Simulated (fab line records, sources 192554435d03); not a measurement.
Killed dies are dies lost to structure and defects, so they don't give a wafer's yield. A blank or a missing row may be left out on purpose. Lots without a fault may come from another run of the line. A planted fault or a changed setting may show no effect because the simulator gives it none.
Split-lot experiment | flow n5_finfet | 7 lots, 39 wafers read, on a route of 1938 steps

THE SPLIT
At N5_MOL_CONTACT_COAG_EXPOSE_37 (exposes mask VD, defocus 0 nm), the setting dose_mj was moved away from the recipe's 62 on 18 of the 39 wafers read, by -6.3% to +7.1%. The other wafers ran this setting at the recipe's value.

FROM THE SPLIT TO THE READING: what the file shows between them, 5 steps
- N5_MOL_CONTACT_COAG_PEB_38: peb time 60 s
- N5_MOL_CONTACT_COAG_DEVELOP_39: develop time 30 s
- N5_MOL_CONTACT_COAG_CD_MEAS_40: target cd 25.1 nm
- N5_MOL_CONTACT_COAG_PRECLEAN_138: cleans in alkaline clean, time 60 s
- N5_MOL_CONTACT_COAG_SRD_139: time 30 s

THE READING
cd_nm, in nm, at N5_MOL_CONTACT_COAG_CD_MEAS_101 (target cd 16 nm). Fault-free wafers of this fab line usually give 15.9 nm, standard deviation 0.34 nm.

wafer  | tool, chamber at the split | dose_mj as run | against the recipe | cd_nm, nm | against lot-mates on the recipe
L081.1 | euv_scanner-01, 0          | 65.61          | +5.8%              | 16.7      | +0.9
L081.2 | euv_scanner-01, 0          | 65.61          | +5.8%              | 17.0      | +1.2
L081.3 | euv_scanner-01, 0          | 62             | recipe             | 15.8      | -
L081.4 | euv_scanner-01, 0          | 62             | recipe             | 15.6      | -
L081.5 | euv_scanner-01, 0          | 65.61          | +5.8%              | 16.6      | +0.8
L081.6 | euv_scanner-01, 0          | 62             | recipe             | 16.1      | -
L085.1 | euv_scanner-02, 0          | 62             | recipe             | 15.9      | -
L085.2 | euv_scanner-02, 0          | 62             | recipe             | 15.8      | -
L085.5 | euv_scanner-02, 0          | 62             | recipe             | 15.6      | -
L086.1 | euv_scanner-02, 0          | 62             | recipe             | 16.0      | -
L086.2 | euv_scanner-02, 0          | 58.08          | -6.3%              | 14.8      | -1.0
L086.3 | euv_scanner-02, 0          | 58.08          | -6.3%              | 14.8      | -1.0
L086.4 | euv_scanner-02, 0          | 62             | recipe             | 16.0      | -
L086.5 | euv_scanner-02, 0          | 62             | recipe             | 15.4      | -
L086.6 | euv_scanner-02, 0          | 58.08          | -6.3%              | 14.9      | -0.9
L087.1 | euv_scanner-01, 0          | 62             | recipe             | 16.0      | -
L087.2 | euv_scanner-01, 0          | 62             | recipe             | 15.3      | -
L087.3 | euv_scanner-01, 0          | 60.28          | -2.8%              | 15.3      | -0.5
L087.4 | euv_scanner-01, 0          | 60.28          | -2.8%              | 15.5      | -0.3
L087.5 | euv_scanner-01, 0          | 62             | recipe             | 16.1      | -
L087.6 | euv_scanner-01, 0          | 60.28          | -2.8%              | 15.3      | -0.5
L089.1 | euv_scanner-01, 0          | 66.43          | +7.1%              | 17.3      | +1.3
L089.2 | euv_scanner-01, 0          | 62             | recipe             | 15.9      | -
L089.3 | euv_scanner-01, 0          | 66.43          | +7.1%              | 17.3      | +1.3
L089.4 | euv_scanner-01, 0          | 66.43          | +7.1%              | 17.5      | +1.5
L089.5 | euv_scanner-01, 0          | 62             | recipe             | 16.2      | -
L089.6 | euv_scanner-01, 0          | 62             | recipe             | 15.9      | -
L095.1 | euv_scanner-01, 0          | 62             | recipe             | 15.5      | -
L095.2 | euv_scanner-01, 0          | 62             | recipe             | 15.6      | -
L095.3 | euv_scanner-01, 0          | 62             | recipe             | 15.8      | -
L095.4 | euv_scanner-01, 0          | 59.26          | -4.4%              | 14.6      | -1.0
L095.5 | euv_scanner-01, 0          | 59.26          | -4.4%              | 14.7      | -0.9
L095.6 | euv_scanner-01, 0          | 59.26          | -4.4%              | 14.5      | -1.1
L096.1 | euv_scanner-02, 0          | 64.65          | +4.3%              | 16.4      | +0.4
L096.2 | euv_scanner-02, 0          | 62             | recipe             | 15.9      | -
L096.3 | euv_scanner-02, 0          | 62             | recipe             | 15.8      | -
L096.4 | euv_scanner-02, 0          | 62             | recipe             | 16.2      | -
L096.5 | euv_scanner-02, 0          | 64.65          | +4.3%              | 16.6      | +0.6
L096.6 | euv_scanner-02, 0          | 64.65          | +4.3%              | 16.6      | +0.6

THE FIT
A straight line over all 39 wafers: cd_nm changes by +0.191 nm for each +1% of dose_mj; r = +0.94; the points scatter about the line by 0.25 nm.
The same after taking each lot's own level away (the mean of its wafers on the recipe; 39 wafers): +0.173 nm for each +1%; r = +0.95; scatter 0.21 nm.
On that fit, the largest move of dose_mj shifts the reading by 1.2 nm.
The lots' own levels span 15.63 to 16.00 nm, that is 1.1 times the standard deviation above.
So the lot-to-lot level changes the slope: the two fits differ.
Check: with one of the wafers moved furthest among these (+7.1%) left out of the fit, the line predicts +1.21 nm for it against its lot-mates. It came out at +1.3 nm against them.

OTHER SPLITS ON THESE WAFERS
These wafers also went through other splits before the reading. Each is held against what the fit with the lots' levels taken away leaves over:
other split on the same wafers             | wafers away from the commonest value | r with cd_nm (lot level and that fit taken away)
N5_SD_EPI_P_EPI_21 epi_growth_time_s       | 12                                   | -0.23
N5_MOL_CONTACT_COAG_ETCH_106 source_w      | 18                                   | +0.14
N5_MOL_CONTACT_COAG_IMPLANT_129 energy_kev | 12                                   | -0.26
N5_MOL_CONTACT_COAG_ETCH_91 source_w       | 15                                   | -0.22

THE WHOLE CHAIN: every reading that the file lists as answering this split, in the file's order
step                            | what it does      | reading | change (the file's fit)               | r (the file's)
N5_MOL_CONTACT_COAG_CD_MEAS_40  | target cd 25.1 nm | cd_nm   | +0.168 nm for each +1% of the setting | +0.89
N5_MOL_CONTACT_COAG_CD_MEAS_101 | target cd 16 nm   | cd_nm   | +0.173 nm for each +1% of the setting | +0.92

THE FILE'S OWN FIT
cd_nm changes by +0.173 nm for each +1% of dose_mj, r = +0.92.
